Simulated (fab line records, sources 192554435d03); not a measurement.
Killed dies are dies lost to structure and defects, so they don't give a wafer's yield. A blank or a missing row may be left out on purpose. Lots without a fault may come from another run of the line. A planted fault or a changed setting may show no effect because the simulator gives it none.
fab line records | flow n5_finfet
record lots=7 wafers=21
route steps=1938 shown BEOL_M9@1407 BEOL_M11@1536
start_h: hours from the record's first day to the start of the lot's first wafer shown | wait_h: hours since the lot's step before | " the same as in the row above | L1.1+2: a row that stands for several wafers | - no value, or no start given | * or withheld: withheld | < > ~ a bound
route shown NAME@n: a module of which the file shows steps, and the number in the route of the first | usual: mean/standard deviation of fault-free wafers | same: alike in all rows | chamber/n: place in a boat | sites: the reading at each site | _std_site: their standard deviation | _edge_site: outer sites' mean less inner sites' | radius_mm: how far each site lies from the wafer's centre | mask NAME#n: copy n | behind: the tool/chamber that last shaped the wafer | hold: why the lot was held/for how many hours/how that ended | device: the transistor (n, p or np) that didn't switch | end of line: the same wafers' tests at the end of the route | a step without rows: its recipe alone | killed: dies lost to structure and defects at the first sort, not the wafer's yield | map: a wafer's dies, x killed, . not, _ none there
set.NAME: the setting as run; set.NAME@STEP: as run at that earlier step | model.NAME: the simulator's own value behind a step, which no gauge read
lots whose settings were changed on purpose; a table a step, a row a wafer
## steps
# step N5_BEOL_M9_COAT_60
# recipe resist=SiARC temp_c=220 time_s=60 spin_rpm=1500 resist_thk_nm=30
# columns lot.wafer tool chamber start_h wait_h set.spin_rpm model.SiARC_of_BEOL_M9_COAT_60.thk_nm
L075.3+5 litho_track-02 0 - - 1368 31.2
L075.6 " 0 " " 1500 29.8
L077.2+6 litho_track-05 0 - - 1500 30
L077.3 " 0 " " 1579 29.2
L079.1+3+6 litho_track-04 0 - - 1500 30.2
L085.2 litho_track-02 0 - - 1500 30
L085.5+6 " 0 " " 1500 30.2
L089.3+4 litho_track-02 0 - - 1500 30
L089.6 " 0 " " 1500 30.2
L091.1 litho_track-04 0 - - 1500 30
L091.4 " 0 " " 1500 29.8
L091.6 " 0 " " 1589 29
L096.1+5+6 litho_track-04 0 - - 1500 30
# step N5_BEOL_M9_COAT_05
# recipe resist=CAR-ArF spin_rpm=1500 resist_thk_nm=90
# step N5_BEOL_M9_EBR_07
# recipe solvent=PGMEA ebr_width_mm=1.5
# step N5_BEOL_M9_DESCUM_16
# recipe chemistry=O2 time_s=7.9 source_power_w=50 bias_power_w=20 pressure_mtorr=20 rf_frequency_hz=2.712e+07 temp_c=40 resist=CAR-ArF o2_flow_sccm=225
# step N5_BEOL_M9_ETCH_61
# recipe chemistry=CF4 target=SiARC target_depth_a=390 mask_material=CAR-ArF time_s=65 ion_energy_ev=80 pressure_mtorr=40 source_w=545 bias_w=36 Ar_flow_sccm=100 cf4_flow_sccm=100 ends=cleared
# usual etch_rf_on_time_s=64.4/1.2
# columns lot.wafer tool chamber start_h wait_h set.spin_rpm@BEOL_M9_COAT_60 etch_rf_on_time_s model.CAR-ArF_of_BEOL_M9_COAT_05.thk_nm model.etch.depth_nm
L075.3 rie_diel-05 1 211.97 0.0 1368 67.4 54.6 31.27
L075.5 " 0 " " 1368 66.2 54.2 31.28
L075.6 " 3 " " 1500 63.2 55.8 29.84
L077.2 rie_diel-01 2 212.16 0.0 1500 64.0 55.8 30.04
L077.3 " 3 " " 1579 60.7 56.2 29.29
L077.6 " 1 " " 1500 62.9 55.6 30
L079.1 rie_diel-03 0 237.62 0.0 1500 65.8 55.8 30.11
L079.3 " 1 " " 1500 65.1 55.4 30.14
L079.6 " 3 " " 1500 65.6 55.6 30.15
L085.2 rie_diel-03 3 272.84 0.0 1500 65.2 55.8 30.02
L085.5 " 2 " " 1500 65.8 55.8 30.28
L085.6 " 3 " " 1500 65.2 56 30.1
L089.3 rie_diel-01 0 302.36 0.0 1500 62.7 55.2 30.03
L089.4 " 2 " " 1500 64.3 55.4 30.01
L089.6 " 0 " " 1500 63.2 55.2 30.13
L091.1 rie_diel-05 0 302.43 0.0 1500 63.8 55.8 29.92
L091.4 " 1 " " 1500 63.8 56 29.87
L091.6 " 0 " " 1589 61.2 56.8 28.99
L096.1 rie_diel-05 3 341.13 0.0 1500 64.9 55.4 30.09
L096.5 " 1 " " 1500 64.3 55.6 30.06
L096.6 " 0 " " 1500 63.2 55.8 30
# step N5_BEOL_M9_ETCH_62
# recipe chemistry=N2/H2 target=SOC target_depth_a=1100 overetch_a=220 mask_material=SiARC temp_c=40 time_s=165 ion_energy_ev=200 pressure_mtorr=30 source_w=840 bias_w=150 n2_flow_sccm=200 h2_flow_sccm=200
# columns lot.wafer tool chamber start_h wait_h set.spin_rpm@BEOL_M9_COAT_60 model.SiARC_of_BEOL_M9_COAT_60.thk_nm
L075.3+5 rie_diel-05 1,0 212.02 0.0 1368 24.6
L075.6 " 3 " " 1500 23.4
L077.2 rie_diel-01 2 212.21 0.0 1500 23.6
L077.3 " 3 " " 1579 22.6
L077.6 " 1 " " 1500 23.4
L079.1+3+6 rie_diel-03 0,1,3 237.67 0.0 1500 23.6
L085.2 rie_diel-03 3 272.89 0.0 1500 23.4
L085.5 " 2 " " 1500 23.8
L085.6 " 3 " " 1500 23.6
L089.3+6 rie_diel-01 0 302.41 0.0 1500 23.4
L089.4 " 2 " " 1500 23.6
L091.1 rie_diel-05 0 302.48 0.0 1500 23.4
L091.4 " 1 " " 1500 23.2
L091.6 " 0 " " 1589 22.4
L096.1 rie_diel-05 3 341.18 0.0 1500 23.6
L096.5+6 " 1,0 " " 1500 23.4
# step N5_BEOL_M9_STRIP_68
# recipe chemistry=N2/H2 temp_c=40 n2_flow_sccm=200 h2_flow_sccm=200 rf_frequency_hz=6e+07
# step N5_BEOL_M9_STRIP_67
# recipe chemistry=CF4 resist=SiARC power_w=300 bias_power_w=75 pressure_mtorr=50 cf4_flow_sccm=150 rf_frequency_hz=6e+07
# step N5_BEOL_M9_STRIP_80
# recipe chemistry=N2/H2 time_s=10 power_w=450 temp_c=40 pressure_mtorr=20 rf_frequency_hz=6e+07 bias_power_w=7 n2_flow_sccm=200 h2_flow_sccm=200
# step N5_BEOL_M9_HM_STRIP_39
# recipe chemistry=peroxide_tin_strip material=TiN target_depth_a=250 temp_c=50 time_s=158
# columns lot.wafer tool chamber start_h wait_h set.temp_c@BEOL_M9_PECVD_70 model.SiO2_of_BEOL_M9_PECVD_70.thk_nm
L075.3 wet_bench-01 6 213.94 0.0 400 19.4
L075.5 " 0 " " 404.7 19.2
L075.6 " 1 " " 400 19.8
L077.2 wet_bench-01 5 216.22 0.0 387.4 21.2
L077.3 " 4 " " 400 19.6
L077.6 " 1 " " 400 20
L079.1+6 wet_bench-04 4,0 239.12 0.0 400 19.8
L079.3 " 6 " " 400 19.6
L085.2 wet_bench-06 0 274.17 0.0 416 17
L085.5 " 3 " " 400 19.4
L085.6 " 7 " " 416 17.8
L091.1 wet_bench-04 4 305.42 0.0 400 19.8
L091.4 " 3 " " 400 20.2
L091.6 " 6 " " 400 20
L089.3 wet_bench-01 4 305.68 0.0 400 19.4
L089.4 " 6 " " 416.5 17.8
L089.6 " 1 " " 416.5 17.6
L096.1 wet_bench-01 5 342.70 0.0 400 19.4
L096.5+6 " 2,3 " " 400 20
# step N5_BEOL_M9_CMP_52
# recipe stop_on=SiCOH_lowk t_overpolish_s=7 down_force_psi=1 platen_rpm=50 clearing_platen_down_force_psi=1.5 clearing_platen_rpm=50 post_cmp_clean=cu_alkaline target_thk_nm=140 clearing_platen_pad_velocity_m_s=0.99484 pad_velocity_m_s=0.99484
# usual barrier_field_endpoint_s=28.9/0.6
# columns lot.wafer tool chamber start_h wait_h set.down_force_psi barrier_field_endpoint_s
L075.3 cmp-03 3 217.85 0.2 1 28.2
L075.5 " 2 " " 1.087 24.8
L075.6 " 3 " " 1.087 26.0
L077.2 cmp-03 2 218.34 0.2 1 30.3
L077.3 " 0 " " 1 28.0
L077.6 " 3 " " 0.866 34.1
L079.3 cmp-03 1 242.56 0.2 1 28.8
L079.1 " 2 " " 1 29.0
L079.6 " 1 " " 1 28.7
L085.2 cmp-02 3 276.25 0.3 1 24.7
L085.6 " 2 " " 1 26.5
L085.5 " 3 " " 1 28.3
L091.4 cmp-02 2 307.84 0.1 0.788 37.5
L091.1 " 3 " " 1 29.1
L091.6 " 2 " " 0.788 38.2
L089.3 cmp-02 1 308.15 0.2 1.193 24.0
L089.4 " 2 " " 1.193 22.1
L089.6 " 1 " " 1 26.1
L096.1 cmp-03 0 346.82 0.3 1 28.6
L096.5 " 3 " " 1 29.4
L096.6 " 0 " " 1 29.2
# step N5_BEOL_M11_ILD_DEP_00
# recipe material=SiCOH_lowk target_thk_a=3085.1 temp_c=300 precursor=DEMS/porogen pressure_torr=5 rf_w=500 time_s=58
# columns lot.wafer tool chamber start_h wait_h set.time_s model.SiCOH_lowk_of_BEOL_M11_ILD_DEP_00.thk_nm
L077.2 pecvd-03 1 227.33 0.0 58 305.6
L077.3 " 2 " " 58 303
L077.6 " 0 " " 58 309.6
L075.3 pecvd-04 0 227.62 0.1 58 307.6
L075.5 " 0 " " 58 307.4
L075.6 " 2 " " 50.45 270
L079.1 pecvd-01 0 252.71 0.0 62.69 327.6
L079.3 " 2 " " 62.69 332
L079.6 " 0 " " 58 308.6
L085.2 pecvd-03 0 283.87 0.0 60.71 326.2
L085.5 " 1 " " 58 315.4
L085.6 " 2 " " 60.71 329.8
L091.1 pecvd-01 2 314.42 0.0 61.89 326.4
L091.4 " 1 " " 58 307.8
L091.6 " 2 " " 61.89 332.4
L089.3 pecvd-04 1 316.93 0.0 58 304.6
L089.4 " 2 " " 58 312.2
L089.6 " 0 " " 58 310.8
L096.1 pecvd-01 1 354.61 0.0 58 303.2
L096.5 " 1 " " 58 307.4
L096.6 " 0 " " 58 308.8
# step N5_BEOL_M11_CURE_71
# recipe temp_c=385 time_s=240 ambient=He/Ar material=SiCOH_lowk
# columns lot.wafer tool chamber start_h wait_h set.time_s@BEOL_M11_ILD_DEP_00 model.SiCOH_lowk_of_BEOL_M11_ILD_DEP_00.thk_nm
L077.2 uv_cure-03 1 227.49 0.1 58 265.4
L077.3 " 1 " " 58 263.2
L077.6 " 1 " " 58 269
L075.3 uv_cure-03 1 228.05 0.4 58 267.2
L075.5 " 1 " " 58 267
L075.6 " 1 " " 50.45 234
L079.1 uv_cure-02 1 252.78 0.0 62.69 285
L079.3 " 1 " " 62.69 288.8
L079.6 " 1 " " 58 268
L085.2 uv_cure-03 1 284.03 0.1 60.71 283.6
L085.5 " 1 " " 58 274
L085.6 " 1 " " 60.71 287
L091.1 uv_cure-03 1 314.50 0.0 61.89 283.8
L091.4 " 1 " " 58 267.4
L091.6 " 1 " " 61.89 289
L089.3 uv_cure-01 2 317.17 0.2 58 264.6
L089.4 " 2 " " 58 271.2
L089.6 " 2 " " 58 270
L096.1 uv_cure-01 1 354.69 0.0 58 263.4
L096.5 " 1 " " 58 267
L096.6 " 1 " " 58 268.2
# step N5_BEOL_M11_THK_MEAS_01
# recipe reads=SiCOH_lowk_of_BEOL_M11_ILD_DEP_00
# usual M11_ILD_THK=268/3.3
# columns lot.wafer tool chamber start_h wait_h set.time_s@BEOL_M11_ILD_DEP_00 M11_ILD_THK[nm]
L077.2 film_metro-02 - 227.92 0.4 58 265
L077.3 " - " " 58 263
L077.6 " - " " 58 269
L075.3 film_metro-01 - 228.41 0.3 58 267
L075.5 " - " " 58 267
L075.6 " - " " 50.45 234
L079.1 film_metro-02 - 253.30 0.4 62.69 285
L079.3 " - " " 62.69 288
L079.6 " - " " 58 268
L085.2 film_metro-02 - 284.46 0.4 60.71 284
L085.5 " - " " 58 274
L085.6 " - " " 60.71 287
L091.1 film_metro-01 - 315.01 0.4 61.89 284
L091.4 " - " " 58 267
L091.6 " - " " 61.89 289
L089.3 film_metro-01 - 317.52 0.3 58 265
L089.4 " - " " 58 271
L089.6 " - " " 58 270
L096.1 film_metro-01 - 355.20 0.4 58 263
L096.5 " - " " 58 267
L096.6 " - " " 58 268
# step N5_BEOL_M11_EXPOSE_08
# recipe mask_id=M11 na=1.35 source_shape=dipole sigma_inner=0.411 sigma_outer=0.611 polarization=te dose_mj=53.75
# columns lot.wafer tool chamber start_h wait_h mask set.dose_mj
L077.2+3+6 arfi_scanner-02 0 229.44 - M11#0 50.35
L075.3+6 arfi_scanner-01 0 230.27 - M11#0 53.75
L075.5 " 0 " " M11#0 51.85
L079.1+6 arfi_scanner-03 0 254.29 - M11#0 53.75
L079.3 " 0 " " M11#0 51.51
L085.2 arfi_scanner-03 0 285.49 - M11#0 52.55
L085.5+6 " 0 " " M11#0 53.75
L091.1+4+6 arfi_scanner-03 0 316.59 - M11#0 53.75
L089.3+6 arfi_scanner-03 0 318.64 - M11#0 51.19
L089.4 " 0 " " M11#0 53.75
L096.1+5+6 arfi_scanner-01 0 356.16 - M11#0 53.75
# step N5_BEOL_M11_PEB_09
# recipe peb_temp_c=withheld peb_time_s=60 resist=CAR-ArF
# step N5_BEOL_M11_DEVELOP_10
# recipe develop_time_s=30 developer=TMAH resist=CAR-ArF rinse_liquid=diw dry=air_spin dev_temp_c=23
# step N5_BEOL_M11_CD_MEAS_11
# recipe target_cd_nm=64.1 landing_energy_ev=500 detector=se_inlens polarity=opening
# usual cd_nm=64.0/0.47
# columns lot.wafer tool chamber start_h wait_h set.dose_mj@BEOL_M11_EXPOSE_08 cd_nm
L077.2 cd_sem-03 0 229.56 - 50.35 60.9
L077.3 " 0 " " 50.35 60.7
L077.6 " 0 " " 50.35 60.8
L075.3 cd_sem-03 0 230.39 - 53.75 63.5
L075.5 " 0 " " 51.85 61.8
L075.6 " 0 " " 53.75 64.3
L079.1 cd_sem-01 0 254.42 - 53.75 63.6
L079.3 " 0 " " 51.51 61.5
L079.6 " 0 " " 53.75 63.2
L085.2 cd_sem-01 0 285.61 - 52.55 62.1
L085.5 " 0 " " 53.75 63.4
L085.6 " 0 " " 53.75 63.0
L091.1 cd_sem-03 0 316.71 - 53.75 64.5
L091.4 " 0 " " 53.75 64.2
L091.6 " 0 " " 53.75 63.8
L089.3 cd_sem-02 0 318.76 - 51.19 62.1
L089.4 " 0 " " 53.75 64.4
L089.6 " 0 " " 51.19 62.2
L096.1 cd_sem-01 0 356.29 - 53.75 64.2
L096.5 " 0 " " 53.75 64.0
L096.6 " 0 " " 53.75 64.5
# step N5_BEOL_M11_DESCUM_16
# recipe chemistry=O2 time_s=7.9 source_power_w=50 bias_power_w=20 pressure_mtorr=20 rf_frequency_hz=2.712e+07 temp_c=40 resist=CAR-ArF o2_flow_sccm=225
# step N5_BEOL_M11_ETCH_61
# recipe chemistry=CF4 target=SiARC target_depth_a=390 mask_material=CAR-ArF time_s=65 ion_energy_ev=80 pressure_mtorr=40 source_w=545 bias_w=36 Ar_flow_sccm=100 cf4_flow_sccm=100 ends=cleared
# columns lot.wafer tool chamber start_h wait_h set.dose_mj@BEOL_M11_EXPOSE_08 model.BEOL_M11.cd_offset_nm
L077.2 rie_diel-01 1 229.73 0.0 50.35 -3.4
L077.3+6 " 3,0 " " 50.35 -3.2
L075.3 rie_diel-05 1 230.51 0.0 53.75 -0.8
L075.5 " 2 " " 51.85 -2.4
L075.6 " 1 " " 53.75 -0.2
L079.1 rie_diel-05 1 254.54 0.0 53.75 -0.2
L079.3 " 3 " " 51.51 -2.8
L079.6 " 1 " " 53.75 -0.6
L085.2 rie_diel-03 0 285.73 0.0 52.55 -2
L085.5 " 0 " " 53.75 -1
L085.6 " 1 " " 53.75 -1.2
L091.1 rie_diel-03 3 316.84 0.0 53.75 0
L091.4+6 " 0,3 " " 53.75 -0.4
L089.3 rie_diel-03 0 318.88 0.0 51.19 -2.2
L089.4 " 1 " " 53.75 0.4
L089.6 " 3 " " 51.19 -2
L096.1+6 rie_diel-03 3,0 356.45 0.0 53.75 -0.2
L096.5 " 3 " " 53.75 0
# step N5_BEOL_M11_ETCH_62
# recipe chemistry=N2/H2 target=SOC target_depth_a=1100 overetch_a=220 mask_material=SiARC temp_c=40 time_s=165 ion_energy_ev=200 pressure_mtorr=30 source_w=840 bias_w=150 n2_flow_sccm=200 h2_flow_sccm=200
# columns lot.wafer tool chamber start_h wait_h set.dose_mj@BEOL_M11_EXPOSE_08 model.BEOL_M11.cd_offset_nm
L077.2 rie_diel-01 1 229.78 0.0 50.35 -3.4
L077.3 " 3 " " 50.35 -3
L077.6 " 0 " " 50.35 -3.2
L075.3 rie_diel-05 1 230.56 0.0 53.75 -0.8
L075.5 " 2 " " 51.85 -2.4
L075.6 " 1 " " 53.75 -0.4
L079.1 rie_diel-05 1 254.59 0.0 53.75 -0.4
L079.3 " 3 " " 51.51 -2.8
L079.6 " 1 " " 53.75 -0.6
L085.2 rie_diel-03 0 285.78 0.0 52.55 -1.8
L085.5 " 0 " " 53.75 -0.8
L085.6 " 1 " " 53.75 -1.2
L091.1+4 rie_diel-03 3,0 316.89 0.0 53.75 -0.2
L091.6 " 3 " " 53.75 -0.4
L089.3 rie_diel-03 0 318.93 0.0 51.19 -1.8
L089.4 " 1 " " 53.75 0.6
L089.6 " 3 " " 51.19 -2
L096.1+5+6 rie_diel-03 3,3,0 356.50 0.0 53.75 -0.2
# step N5_BEOL_M11_STRIP_68
# recipe chemistry=N2/H2 temp_c=40 n2_flow_sccm=200 h2_flow_sccm=200 rf_frequency_hz=6e+07
# step N5_BEOL_M11_STRIP_67
# recipe chemistry=CF4 resist=SiARC power_w=300 bias_power_w=75 pressure_mtorr=50 cf4_flow_sccm=150 rf_frequency_hz=6e+07
# step N5_BEOL_M11_HM_OPEN_17
# recipe chemistry=Cl2/BCl3 target_depth_a=200 overetch_a=60 target=TiN mask_material=SOC ion_energy_ev=150 pressure_mtorr=10 icp_w=1000 bias_w=126 Cl2_flow_sccm=53.25 bcl3_flow_sccm=21.75 Ar_flow_sccm=25
# step N5_BEOL_M11_STRIP_19
# recipe chemistry=O2 power_w=400 temp_c=40 pressure_mtorr=30 rf_frequency_hz=6e+07 bias_power_w=0 overash_fraction=0.2 o2_flow_sccm=225
# step N5_BEOL_M11_CD_MEAS_18
# recipe pitch_nm=140 target_cd_nm=70
# usual cd_nm=70.0/0.55
# columns lot.wafer tool chamber start_h wait_h set.dose_mj@BEOL_M11_EXPOSE_08 cd_nm
L077.2 cd_sem-02 - 230.38 0.1 50.35 66.4
L077.3 " - " " 50.35 67.2
L077.6 " - " " 50.35 66.7
L075.3 cd_sem-01 - 230.93 0.1 53.75 69.2
L075.5 " - " " 51.85 67.7
L075.6 " - " " 53.75 69.7
L079.1 cd_sem-03 - 254.96 0.0 53.75 69.6
L079.3 " - " " 51.51 67.0
L079.6 " - " " 53.75 69.3
L085.2 cd_sem-02 - 286.15 0.1 52.55 68.4
L085.5 " - " " 53.75 69.3
L085.6 " - " " 53.75 68.9
L091.1 cd_sem-03 - 317.25 0.0 53.75 69.9
L091.4 " - " " 53.75 69.8
L091.6 " - " " 53.75 69.8
L089.3 cd_sem-01 - 319.31 0.1 51.19 68.2
L089.4 " - " " 53.75 70.4
L089.6 " - " " 51.19 68.0
L096.1 cd_sem-02 - 356.88 0.0 53.75 69.9
L096.5 " - " " 53.75 70.0
L096.6 " - " " 53.75 69.7
# step N5_BEOL_M11_COAT_63
# recipe resist=SOC temp_c=250 time_s=60 spin_rpm=1500 resist_thk_nm=100
# step N5_BEOL_M11_COAT_64
# recipe resist=SiARC temp_c=220 time_s=60 spin_rpm=1500 resist_thk_nm=30
# step N5_BEOL_M11_PRECLEAN_42
# recipe chemistry=residue_remover time_s=60 temp_c=40
# step N5_BEOL_M11_SRD_43
# recipe time_s=30 temp_c=23 rinse_liquid=diw dry=ipa_marangoni
# step N5_BEOL_M11_CD_MEAS_35
# recipe target_cd_nm=70 polarity=opening
# usual cd_nm=70.0/0.56
# columns lot.wafer tool chamber start_h wait_h set.dose_mj@BEOL_M11_EXPOSE_08 cd_nm
L077.2 cd_sem-02 - 231.55 0.0 50.35 67.0
L077.3 " - " " 50.35 66.9
L077.6 " - " " 50.35 67.0
L075.3 cd_sem-03 - 232.54 0.0 53.75 69.0
L075.5 " - " " 51.85 67.7
L075.6 " - " " 53.75 69.5
L079.1 cd_sem-02 - 259.99 0.0 53.75 69.7
L079.3 " - " " 51.51 67.1
L079.6 " - " " 53.75 69.0
L085.2 cd_sem-02 - 287.97 0.0 52.55 68.3
L085.5 " - " " 53.75 69.1
L085.6 " - " " 53.75 69.1
L091.1 cd_sem-03 - 318.41 0.0 53.75 69.7
L091.4 " - " " 53.75 70.3
L091.6 " - " " 53.75 69.9
L089.3 cd_sem-02 - 320.46 0.0 51.19 68.2
L089.4 " - " " 53.75 70.3
L089.6 " - " " 51.19 68.1
L096.1 cd_sem-03 - 359.39 0.0 53.75 69.7
L096.5 " - " " 53.75 69.7
L096.6 " - " " 53.75 69.5
## key
split step=N5_BEOL_M9_COAT_60 setting=spin_rpm stated=1500 by=wafer
response step=N5_BEOL_M9_COAT_60 reading=model.SiARC_of_BEOL_M9_COAT_60.thk_nm change=-0.156 per=1% r=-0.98
response step=N5_BEOL_M9_ETCH_61 reading=etch_rf_on_time_s change=* per=1% r=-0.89
response step=N5_BEOL_M9_ETCH_61 reading=model.CAR-ArF_of_BEOL_M9_COAT_05.thk_nm change=+0.145 per=1% r=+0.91
response step=N5_BEOL_M9_ETCH_61 reading=model.etch.depth_nm change=-0.156 per=1% r=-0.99
response step=N5_BEOL_M9_ETCH_62 reading=model.SiARC_of_BEOL_M9_COAT_60.thk_nm change=-0.147 per=1% r=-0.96
split step=N5_BEOL_M9_CMP_52 setting=down_force_psi stated=1 by=wafer
response step=N5_BEOL_M9_CMP_52 reading=barrier_field_endpoint_s change=-0.31 per=1% r=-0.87
split step=N5_BEOL_M11_ILD_DEP_00 setting=time_s stated=58 by=wafer
response step=N5_BEOL_M11_ILD_DEP_00 reading=model.SiCOH_lowk_of_BEOL_M11_ILD_DEP_00.thk_nm change=+2.86 per=1% r=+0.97
response step=N5_BEOL_M11_CURE_71 reading=model.SiCOH_lowk_of_BEOL_M11_ILD_DEP_00.thk_nm change=+2.53 per=1% r=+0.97
response step=N5_BEOL_M11_THK_MEAS_01 reading=M11_ILD_THK change=+2.52 per=1% r=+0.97
split step=N5_BEOL_M11_EXPOSE_08 setting=dose_mj stated=53.75 by=wafer
response step=N5_BEOL_M11_CD_MEAS_11 reading=cd_nm change=+0.495 per=1% r=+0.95
response step=N5_BEOL_M11_ETCH_61 reading=model.BEOL_M11.cd_offset_nm change=+0.532 per=1% r=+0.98
response step=N5_BEOL_M11_ETCH_62 reading=model.BEOL_M11.cd_offset_nm change=+0.515 per=1% r=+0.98
response step=N5_BEOL_M11_CD_MEAS_18 reading=cd_nm change=+0.496 per=1% r=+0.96
response step=N5_BEOL_M11_CD_MEAS_35 reading=cd_nm change=+0.47 per=1% r=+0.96
split outside_this_file step=N5_BEOL_M9_PECVD_70 setting=temp_c
# split outside_this_file: this setting was split too, and the file shows its column; the key of that split is in another file
